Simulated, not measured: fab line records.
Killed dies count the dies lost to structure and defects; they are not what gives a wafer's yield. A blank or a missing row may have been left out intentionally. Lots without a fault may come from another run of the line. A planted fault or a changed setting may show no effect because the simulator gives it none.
fab line records	flow n5_finfet
[record] lots = 12	wafers = 32	last_day = 19
route steps=1938 shown BEOL_M5@1159 PASSIVATION@1936
lots that met no fault: taken from a fault-free run of the same line
start_h: the number of hours between the record's first day and the start of the first shown wafer of the lot	wait_h: hours from the lot's prior step to this one	" repeats the value in the row above	L1.1+2: a single row standing in for several wafers	- either no value or no given start	* or withheld: withheld	< > ~ a bound
route shown NAME@n: NAME is a module with steps in the file, n the number in the route of the first one	usual: mean and standard deviation over wafers with no fault	same: alike in all rows	chamber/n: place in a boat	sites: readings site by site	_std_site: the values' standard deviation	_edge_site: mean of outer sites minus mean of inner sites	radius_mm: how far each site lies from the wafer's centre	mask NAME#n: copy n	behind: the tool/chamber that last shaped the wafer	hold: what put the lot on hold/how long, in hours/how the hold closed	device: the n, p or np transistor that did not switch	end of line: the same wafers' tests at the end of the route	a step given without rows: its recipe and nothing more	killed: the dies lost at the first sort to structure and to defects; this is not the yield of the wafer	map: per-die view of a wafer (x killed, . not killed, _ where there is no die)
set.NAME: the run value of the setting; set.NAME@STEP: its run value at that earlier step	model.NAME: the simulator's own value behind a step, which no gauge read
the route's steps for a sample of lots (tables are steps, rows are wafers)
services: from which hour (start_h, from the record's first day; less than 0 if before it) a tool's chamber was out of use, for how many hours, and why
[[steps]]
[step N5_BEOL_M5_STRIP_36]
[recipe] chemistry = N2/H2	power_w = 450	temp_c = 40	pressure_mtorr = 20	rf_frequency_hz = 6e+07	overash_fraction = 0.3	bias_power_w = 7	h2_frac = 0.5	n2_flow_sccm = 200	h2_flow_sccm = 200
[usual] drypump_motor_current_A = 5.73/0.27	oes_product_au = 0.78/0.083	rf_vpp_V = 59.1/1.7	showerhead_plenum_p_Torr = 2.52/0.091	throttle_valve_pct = 23.6/0.36
lot.wafer	tool	chamber	start_h	wait_h	drypump_motor_current_A	oes_product_au	rf_hours_counter_h	rf_vpp_V	showerhead_plenum_p_Torr	throttle_valve_pct
L120.2	rie_diel-06	1	182.13	0.0	6.26	0.74	210	56.7	2.42	23.4
L120.3	"	2	"	"	6.04	0.77	124	58.4	2.47	24.2
L120.5	"	1	"	"	6.25	0.74	-	59.4	2.42	23.4
L121.3	rie_diel-01	2	191.98	0.0	5.66	0.72	208	57.9	2.63	24.0
L121.4	"	0	"	"	5.67	0.82	-	59.1	2.47	23.0
L124.3	rie_diel-01	2	237.76	0.0	5.67	0.70	224	59.6	2.63	24.0
L124.6	"	0	"	"	5.65	0.80	-	60.8	2.46	23.1
L122.1	rie_diel-01	3	244.92	0.0	5.86	0.89	19	60.0	2.56	22.9
L122.5	"	0	"	"	5.65	0.80	-	57.7	2.46	23.0
L122.6	"	2	"	"	5.65	0.69	-	59.6	2.63	24.0
L130.2	rie_diel-06	2	278.93	0.0	6.02	0.75	148	58.1	2.46	24.3
L130.4	"	3	"	"	5.45	0.81	74	60.6	2.68	23.6
L130.6	"	0	"	"	5.90	0.72	-	58.7	2.62	23.9
L131.3	rie_diel-05	0	281.14	0.0	5.81	0.70	214	59.7	2.50	23.4
L131.5	"	0	"	"	5.78	0.72	-	56.1	2.50	23.4
L131.6	"	3	"	"	5.77	0.79	-	60.1	2.46	23.4
L132.1	rie_diel-05	1	284.57	0.0	5.21	0.70	202	57.1	2.39	23.6
L132.2	"	0	"	"	5.76	0.71	214	60.9	2.50	23.4
L132.4	"	1	"	"	5.19	0.70	-	60.8	2.39	23.6
L139.1	rie_diel-01	0	323.40	0.0	5.67	0.78	113	55.9	2.45	23.1
L139.3	"	3	"	"	5.86	0.85	45	56.8	2.55	23.0
L140.1	rie_diel-05	2	330.98	0.0	5.67	0.96	16	58.2	2.49	23.6
L140.2	"	3	"	"	5.76	0.80	130	58.9	2.45	23.4
L140.5	"	3	"	"	5.75	0.80	-	56.3	2.45	23.4
L141.1	rie_diel-06	2	339.17	0.0	6.01	0.74	164	58.6	2.45	24.2
L141.5	"	0	"	"	5.88	0.71	-	60.4	2.62	23.9
L141.6	"	2	"	"	6.04	0.75	-	59.5	2.45	24.3
L142.3	rie_diel-06	3	353.35	0.0	5.42	0.78	98	59.6	2.67	23.6
L142.5	"	0	"	"	5.89	0.70	-	57.9	2.61	24.0
L142.6	"	3	"	"	5.43	0.79	-	58.5	2.67	23.6
L143.1	rie_diel-05	0	356.35	0.0	5.81	0.71	236	57.3	2.49	23.4
L143.4	"	1	"	"	5.18	0.68	224	60.2	2.38	23.6
[step N5_BEOL_M5_DEGAS_44]
[recipe] ambient = vacuum	temp_c = 250	time_s = 60
[usual] heater_power_w = 354/37
lot.wafer	tool	chamber	start_h	wait_h	heater_power_w
L120.2	pvd_sputter-03	-	182.88	0.3	299
L120.3	"	-	"	"	356
L120.5	"	-	"	"	310
L121.3	pvd_sputter-03	-	192.73	0.2	347
L121.4	"	-	"	"	310
L124.3	pvd_sputter-01	-	238.79	0.3	352
L124.6	"	-	"	"	347
L122.1	pvd_sputter-01	-	245.72	0.4	441
L122.5	"	-	"	"	338
L122.6	"	-	"	"	345
L130.2	pvd_sputter-01	-	280.09	0.6	333
L130.4	"	-	"	"	345
L130.6	"	-	"	"	444
L131.3	pvd_sputter-01	-	283.64	2.0	426
L131.5	"	-	"	"	358
L131.6	"	-	"	"	422
L132.1	pvd_sputter-02	-	285.48	0.5	372
L132.2	"	-	"	"	306
L132.4	"	-	"	"	301
L139.1	pvd_sputter-03	-	325.40	1.6	359
L139.3	"	-	"	"	301
L140.1	pvd_sputter-02	-	332.04	0.6	316
L140.2	"	-	"	"	324
L140.5	"	-	"	"	317
L141.1	pvd_sputter-01	-	340.05	0.4	422
L141.5	"	-	"	"	338
L141.6	"	-	"	"	344
L142.3	pvd_sputter-01	-	354.15	0.2	358
L142.5	"	-	"	"	367
L142.6	"	-	"	"	341
L143.1	pvd_sputter-01	-	357.35	0.6	342
L143.4	"	-	"	"	420
[step N5_BEOL_M5_PRE_CLEAN_45]
[recipe] gas = H2/He	time_s = 30	temp_c = 250
[usual] heater_power_w = 353/37
lot.wafer	tool	chamber	start_h	wait_h	heater_power_w
L120.2	pvd_sputter-03	-	182.92	0.0	301
L120.3	"	-	"	"	354
L120.5	"	-	"	"	306
L121.3	pvd_sputter-03	-	192.77	0.0	345
L121.4	"	-	"	"	300
L124.3	pvd_sputter-01	-	238.83	0.0	348
L124.6	"	-	"	"	341
L122.1	pvd_sputter-01	-	245.76	0.0	443
L122.5	"	-	"	"	331
L122.6	"	-	"	"	336
L130.2	pvd_sputter-01	-	280.13	0.0	332
L130.4	"	-	"	"	339
L130.6	"	-	"	"	431
L131.3	pvd_sputter-01	-	283.68	0.0	431
L131.5	"	-	"	"	362
L131.6	"	-	"	"	436
L132.1	pvd_sputter-02	-	285.52	0.0	372
L132.2	"	-	"	"	325
L132.4	"	-	"	"	304
L139.1	pvd_sputter-03	-	325.44	0.0	356
L139.3	"	-	"	"	313
L140.1	pvd_sputter-02	-	332.08	0.0	313
L140.2	"	-	"	"	319
L140.5	"	-	"	"	311
L141.1	pvd_sputter-01	-	340.09	0.0	441
L141.5	"	-	"	"	336
L141.6	"	-	"	"	342
L142.3	pvd_sputter-01	-	354.19	0.0	354
L142.5	"	-	"	"	361
L142.6	"	-	"	"	342
L143.1	pvd_sputter-01	-	357.39	0.0	334
L143.4	"	-	"	"	426
[step N5_BEOL_M5_SPUTTER_88]
[recipe] material = Cu	target_thk_a = 150	temp_c = -20	chamber_pressure_pa = 0.07	power_w = withheld	time_s = 27.62
[usual] chamber_pressure_pa = 0.07/0.00014	chuck_gas_flow_sccm = 1.26/0.06	substrate_temp_c = -20.00/0.094	throttle_valve_pct = 30.2/1.4
lot.wafer	tool	chamber	start_h	wait_h	chamber_pressure_pa	chuck_gas_flow_sccm	substrate_temp_c	throttle_valve_pct
L120.2	pvd_sputter-03	-	188.32	0.5	0.06995	1.21	-19.95	29.1
L120.3	"	-	"	"	0.06996	1.31	-19.97	28.9
L120.5	"	-	"	"	0.07027	1.34	-20.04	27.6
L121.3	pvd_sputter-02	-	196.67	0.5	0.0699	1.18	-19.93	31.2
L121.4	"	-	"	"	0.07006	1.25	-20.07	30.2
L124.3	pvd_sputter-03	-	244.33	0.5	0.06986	1.30	-20.04	29.5
L124.6	"	-	"	"	0.06986	1.19	-20.02	28.7
L122.1	pvd_sputter-02	-	250.36	0.5	0.06988	1.28	-20.02	30.1
L122.5	"	-	"	"	0.07012	1.14	-20.03	30.3
L122.6	"	-	"	"	0.06994	1.14	-20.02	31.2
L130.2	pvd_sputter-02	-	283.97	0.5	-	-	-	-
L130.4	"	-	"	"	-	-	-	-
L130.6	"	-	"	"	-	-	-	-
L131.3	pvd_sputter-01	-	287.52	0.5	-	-	-	-
L131.5	"	-	"	"	-	-	-	-
L131.6	"	-	"	"	-	-	-	-
L132.1	pvd_sputter-02	-	289.78	0.5	-	-	-	-
L132.2	"	-	"	"	-	-	-	-
L132.4	"	-	"	"	-	-	-	-
L139.1	pvd_sputter-03	-	329.23	0.5	0.06999	1.28	-20.11	29.0
L139.3	"	-	"	"	0.07004	1.30	-20.01	29.1
L140.1	pvd_sputter-02	-	336.12	0.5	0.06996	1.29	-19.84	30.2
L140.2	"	-	"	"	0.06983	1.25	-20.15	29.0
L140.5	"	-	"	"	0.07002	1.24	-20.11	31.1
L141.1	pvd_sputter-01	-	344.09	0.5	0.07009	1.24	-20.06	30.8
L141.5	"	-	"	"	0.07001	1.33	-20.10	32.5
L141.6	"	-	"	"	0.06983	1.23	-20.06	31.3
L142.3	pvd_sputter-02	-	359.35	0.5	0.07028	1.15	-19.92	30.0
L142.5	"	-	"	"	0.0703	1.21	-20.11	31.3
L142.6	"	-	"	"	0.06984	1.22	-20.01	29.0
L143.1	pvd_sputter-03	-	361.44	0.5	0.07015	1.29	-19.99	28.9
L143.4	"	-	"	"	0.07014	1.34	-20.03	29.6
[step N5_PASSIVATION_PROBE_49]
[usual] defect_limited_yield = 91.2/1.4	killed_at_M0_to_M3 = 34/9.3	killed_at_M4_up = 14/5.9	killed_at_contacts = 14/5.7	killed_at_front_end = 38/10	killed_at_other = 4/3.2	killed_dies = 104/17	killed_open = 67/13	killed_short = 33/6.9	sort_bin_5_function = 5.2/1	sort_bin_6_memory = 3.3/0.61	sort_bin_8_speed = 0.3/1.8	sort_n_pass = 1069/52	sort_yield_pct = 91/4.4
[same] gross_dies = 1180	killed_at_back_side = 0	sort_bin_4_leakage[%] = 0
lot.wafer	tool	chamber	start_h	wait_h	defect_limited_yield[%]	killed_at_M0_to_M3	killed_at_M4_up	killed_at_contacts	killed_at_front_end	killed_at_other	killed_dies	killed_open	killed_short	sort_bin_5_function[%]	sort_bin_6_memory[%]	sort_bin_8_speed[%]	sort_n_pass	sort_yield_pct[%]
L130.2	prober-01	-	376.28	0.1	88.9	27	43	20	40	1	131	73	26	7.0	3.7	0	1049	89
L130.4	prober-01	-	376.38	0.2	90.8	24	28	11	31	14	108	53	29	6.3	2.6	0	1072	91
L130.6	prober-01	-	376.48	0.3	89.2	43	32	16	34	3	128	75	34	6.1	4.4	0	1052	89
L132.1	prober-01	-	380.70	0.0	85.9	38	31	57	38	2	166	78	31	10.2	3.6	1.4	997	84
L132.2	prober-01	-	380.75	0.1	87.2	41	37	16	44	13	151	82	34	9.0	3.6	0.1	1029	87
L132.4	prober-01	-	380.85	0.2	89.3	41	33	16	33	3	126	61	32	6.4	4.2	0	1054	89
L131.3	prober-02	-	385.23	0.1	88.1	24	38	33	42	4	141	73	26	7.6	3.9	0.2	1037	88
L131.5	prober-02	-	385.33	0.2	90.7	26	32	15	30	7	110	56	29	5.3	3.6	0	1070	91
L131.6	prober-02	-	385.38	0.3	90.8	35	25	17	29	3	109	65	27	5.3	3.8	0	1071	91
// killed by level:class
L130.2 BEOL_M5:interface_void_opened=22 MOL_CONTACT_COAG:geometric_particle:open=17 BEOL_M2:geometric_particle:open=9 BEOL_M4:geometric_particle:open=8 SD_EPI_N:area_etch=7 STI_FIN_REVEAL:geometric_particle:open=6 BEOL_M3:geometric_particle:open=6 FIN_SAQP:geometric_particle:short=5
L130.4 BEOL_M5:interface_void_opened=14 PASSIVATION:area_etch=11 BEOL_M3:geometric_particle:open=7 MOL_CONTACT_COAG:geometric_particle:open=7 BEOL_M2:geometric_particle:open=7 BEOL_M4:geometric_particle:open=7 DUMMY_GATE:geometric_particle:open=6 ILD0:geometric_particle:short=6
L130.6 BEOL_M5:interface_void_opened=16 BEOL_M2:geometric_particle:open=13 MOL_CONTACT_COAG:geometric_particle:open=12 FIN_SAQP:geometric_particle:open=8 BEOL_M0_SAQP:geometric_particle:open=8 BEOL_M3:geometric_particle:open=8 BEOL_M4:geometric_particle:open=7 ILD0:geometric_particle:short=7
L132.1 MOL_CONTACT_COAG:area_etch=34 MOL_CONTACT_COAG:geometric_particle:open=17 BEOL_M5:interface_void_opened=17 FIN_SAQP:geometric_particle:open=12 BEOL_M0_SAQP:geometric_particle:open=11 BEOL_M0_SAQP:geometric_particle:short=7 MOL_CONTACT_COAG:geometric_particle:short=5 BEOL_M2:geometric_particle:open=5
L132.2 BEOL_M5:interface_void_opened=24 MOL_CONTACT_COAG:geometric_particle:open=13 FIN_SAQP:geometric_particle:open=12 BEOL_M1:geometric_particle:open=12 STI_FIN_REVEAL:geometric_particle:open=10 BEOL_M3:geometric_particle:open=8 PASSIVATION:area_etch=8 GATE_CUT:geometric_particle:short=6
L132.4 BEOL_M5:interface_void_opened=25 MOL_CONTACT_COAG:geometric_particle:open=12 FIN_SAQP:geometric_particle:short=9 BEOL_M0_SAQP:geometric_particle:short=8 BEOL_M0_SAQP:geometric_particle:open=7 BEOL_M1:geometric_particle:open=7 BEOL_M3:geometric_particle:open=7 FIN_SAQP:geometric_particle:open=6
L131.3 BEOL_M5:interface_void_opened=24 MOL_CONTACT_COAG:geometric_particle:open=22 SDB:area_etch=12 DUMMY_GATE:geometric_particle:open=6 MOL_CONTACT_COAG:geometric_particle:short=6 BEOL_M2:geometric_particle:open=6 FIN_SAQP:geometric_particle:open=5 BEOL_M0_SAQP:geometric_particle:open=5
L131.5 BEOL_M5:interface_void_opened=18 MOL_CONTACT_COAG:geometric_particle:open=14 STARTING-WAFER:geometric_particle:open=7 BEOL_M0_SAQP:geometric_particle:open=5 BEOL_M0_SAQP:geometric_particle:short=5 BEOL_M2:geometric_particle:open=5 SDB:area_etch=5 DUMMY_GATE:geometric_particle:open=4
L131.6 MOL_CONTACT_COAG:geometric_particle:open=12 BEOL_M5:interface_void_opened=12 BEOL_M3:geometric_particle:open=9 BEOL_M0_SAQP:geometric_particle:short=8 BEOL_M2:geometric_particle:open=8 FIN_SAQP:geometric_particle:open=7 GATE_CUT:geometric_particle:open=5 MOL_CONTACT_COAG:geometric_particle:short=5
[[services]]
tool	chamber	start_h	hours	kind
pvd_sputter-01	-	161.50	48.4	repair
rie_diel-05	3	162.96	6.1	repair
rie_diel-05	2	176.92	13.9	repair
rie_diel-06	0	177.68	4.9	repair
rie_diel-06	-	185.73	0.7	repair
rie_diel-01	3	191.61	6.5	repair
rie_diel-01	1	226.27	14.9	repair
rie_diel-01	3	231.16	2.1	repair
rie_diel-01	1	243.55	4.0	repair
rie_diel-05	2	245.07	-	clean
rie_diel-05	2	245.07	-	consumable_replace:focus_ring
rie_diel-05	2	245.07	17.8	scheduled_down
rie_diel-05	2	245.07	17.8	vent_cycle
rie_diel-05	2	283.64	2.9	repair
rie_diel-05	2	290.80	7.5	repair
rie_diel-01	2	321.42	-	clean
rie_diel-06	1	338.94	-	clean
rie_diel-06	1	338.94	-	consumable_replace:focus_ring
rie_diel-06	1	338.94	-	consumable_replace:showerhead
rie_diel-06	1	338.94	19.4	scheduled_down
rie_diel-06	1	338.94	19.4	vent_cycle
rie_diel-05	2	344.91	8.1	repair
rie_diel-01	1	352.91	9.1	repair
rie_diel-01	0	360.33	9.2	repair
[[key]]
[first_sign] step = N5_BEOL_M5_SPUTTER_88	reading = tool_record	direction = missing
[effect] step = N5_PASSIVATION_PROBE_49	reading = killed_at_M4_up	direction = up	sigmas = 3.3	usual = 14	struck = 33
met_at N5_BEOL_M5_SPUTTER_88
struck_lots L130,L131,L132
[baseline_loss] step = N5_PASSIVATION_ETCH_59	wafers = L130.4
[baseline_loss] step = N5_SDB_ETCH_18	wafers = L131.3
[baseline_loss] step = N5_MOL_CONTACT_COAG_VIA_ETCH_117	wafers = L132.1
not_acting_at N5_BEOL_M5_STRIP_36,N5_BEOL_M5_DEGAS_44,N5_BEOL_M5_PRE_CLEAN_45
onset_between 250.36 283.97
[fault] kind = skipped_step_whole	tool = pvd_sputter-01,pvd_sputter-02	chamber = -	onset_h = 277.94	steps = N5_BEOL_M5_SPUTTER_88	scope = struck_lots_only
// baseline_loss: these wafers lose ten dies or more at that step, a loss of the line's own and not of a fault; the sort's usual values leave them out
